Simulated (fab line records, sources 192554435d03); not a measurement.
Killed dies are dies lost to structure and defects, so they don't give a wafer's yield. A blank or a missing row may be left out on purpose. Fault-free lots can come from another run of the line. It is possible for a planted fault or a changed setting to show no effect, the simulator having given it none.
Problem report in the 8D (eight disciplines) form, filled by code | flow n5Finfet | the parts of the form that need people (team, actions taken, sign-off) are left out

1. THE PROBLEM
At N5_SDB_ETCH_17, etchRfOnTimeS averages 32.4 s over 2 wafers from 2 lots, while fault-free wafers read 39.6 s, standard deviation 1.2. That is -6.0 standard deviations from the usual mean.
The step: etches SiARC in CF4, target depth 23.4 nm, time 39 s.
The first sign was on wafer L195.5 at day 7 23:47, on rieDiel-03. The record has a number at this step for 30 wafers belonging to 10 lots. Rule for "out", or "out of limits": more than 4 standard deviations from the usual mean. The other wafers with a number count as sound.

2. WHAT IT IS; WHAT IT IS NOT
question                    | is               | is not
which readings at this step | etchRfOnTimeS    | biasW, drypumpMotorCurrentA, oesProductAu, rfVppV, showerheadPlenumPTorr, throttleValvePct
which lots                  | L195, L196       | L178, L179, L180, L181, L183, L185, L186, L193
which wafers of those lots  | L195.5, L196.4   | L195.1, L195.3, L196.2, L196.5
read on which tools         | rieDiel-03       | rieDiel-02, rieDiel-06
when                        | from day 7 23:47 | up to then (26 sound wafers); but 2 sound wafers of L196 came after

3. WHAT RULES OUT EACH SUSPECT
Counting: if a tool at a process step up to the reading ran every lot that is out, it stays a suspect. Sound lots after the first of them don't rule it out here, since some wafers of a struck lot are sound.
- rieDiel-03 at N5_SDB_ETCH_17 (etches SiARC in CF4, target depth 23.4 nm, time 39 s): kept. Ran every lot that is out, first one L195 (day 7 23:47); last sound lot up to then L183 (day 5 01:18). Its own readings are out on those wafers: etchRfOnTimeS.
- rieDiel-03, N5_SDB_ETCH_17: wafers that are out in chamber 0, sound lot-mates in chambers 1, 2.
Remaining after the count: rieDiel-03 at N5_SDB_ETCH_17.

4. THE CAUSE (what the simulator had put in)
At N5_SDB_ETCH_17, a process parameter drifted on rieDiel-03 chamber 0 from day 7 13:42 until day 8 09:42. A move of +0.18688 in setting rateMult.
Counting left only this tool.

5. THE CHAIN OF EFFECTS, in route order
One row per reading whose mean, taken over the struck wafers that have a number, lies over 3 standard deviations from the usual. Only readings for which the record gives a usual standard deviation are gone through. hours: the time from each lot's start at the first step in this table that gives one to its start at this step, as a median over the lots. sigmas: the change in usual standard deviations.
hours | step           | reading       | usual  | on struck wafers | change | sigmas
0     | N5_SDB_ETCH_17 | etchRfOnTimeS | 39.6 s | 32.4             | -7.2   | -6.0
Its process steps:
- N5_SDB_ETCH_17: etches SiARC in CF4, target depth 23.4 nm, time 39 s.

6. HOW IT WOULD HAVE BEEN CAUGHT EARLIER
The fault began at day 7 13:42; the first out-of-limits reading in this record came at day 7 23:47, 10 hours later.
